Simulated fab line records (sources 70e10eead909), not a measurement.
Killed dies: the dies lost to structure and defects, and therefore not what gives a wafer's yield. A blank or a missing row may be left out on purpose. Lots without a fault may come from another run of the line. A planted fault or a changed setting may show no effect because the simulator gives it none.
Matching of chambers / flow nand harc / 4 sister chambers for NHARC_A_M1_DESCUM_14 on rie diel-12
The step chemistry O2, time 3 s. 4 wafers are shown with their chamber, then 8 later ones without.

## WAFERS PAIRED WITH THEIR CHAMBERS
wafer=L081.4; chamber=1; oes product au (a.u.)=1.006
wafer=L087.2; chamber=2; oes product au (a.u.)=0.996
wafer=L087.4; chamber=3; oes product au (a.u.)=0.997
wafer=L091.1; chamber=0; oes product au (a.u.)=1.002

## WAFERS MISSING THEIR CHAMBER
wafer=L091.3; oes product au (a.u.)=1.002
wafer=L091.6; oes product au (a.u.)=0.997
wafer=L093.1; oes product au (a.u.)=0.999
wafer=L093.4; oes product au (a.u.)=0.996
wafer=L093.5; oes product au (a.u.)=1.000
wafer=L092.1; oes product au (a.u.)=0.999
wafer=L092.2; oes product au (a.u.)=0.994
wafer=L092.3; oes product au (a.u.)=0.991

## THE CHAMBER EACH PASSED THROUGH
wafer=L091.3; from the rows above=can't be placed: 0 or 1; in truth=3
wafer=L091.6; from the rows above=can't be placed: 3 or 2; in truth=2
wafer=L093.1; from the rows above=can't be placed: 3 or 0 or 2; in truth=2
wafer=L093.4; from the rows above=can't be placed: 2 or 3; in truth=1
wafer=L093.5; from the rows above=can't be placed: 0 or 3 or 2 or 1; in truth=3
wafer=L092.1; from the rows above=can't be placed: 3 or 0 or 2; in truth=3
wafer=L092.2; from the rows above=can't be placed: 2 or 3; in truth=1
wafer=L092.3; from the rows above=can't be placed: 2 or 3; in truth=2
Correct placement for 0 of the 8. From these rows, 8 cannot be placed; in 5 the true chamber is one of the candidates. 0 placed wrongly.
How it was worked out, from the rows above alone: a wafer's distance from a chamber is the root of the sum, over the readings, of the square of ((its reading less the chamber's mean) divided by the reading's scatter). If the next closest chamber is less than 2 further off than the closest, the wafer can't be placed; otherwise it belongs to the closest. A chamber's mean is the mean of its shown wafers. The scatter: root of mean squared gap, hidden wafer to nearest shown wafer, with one shown wafer a chamber.
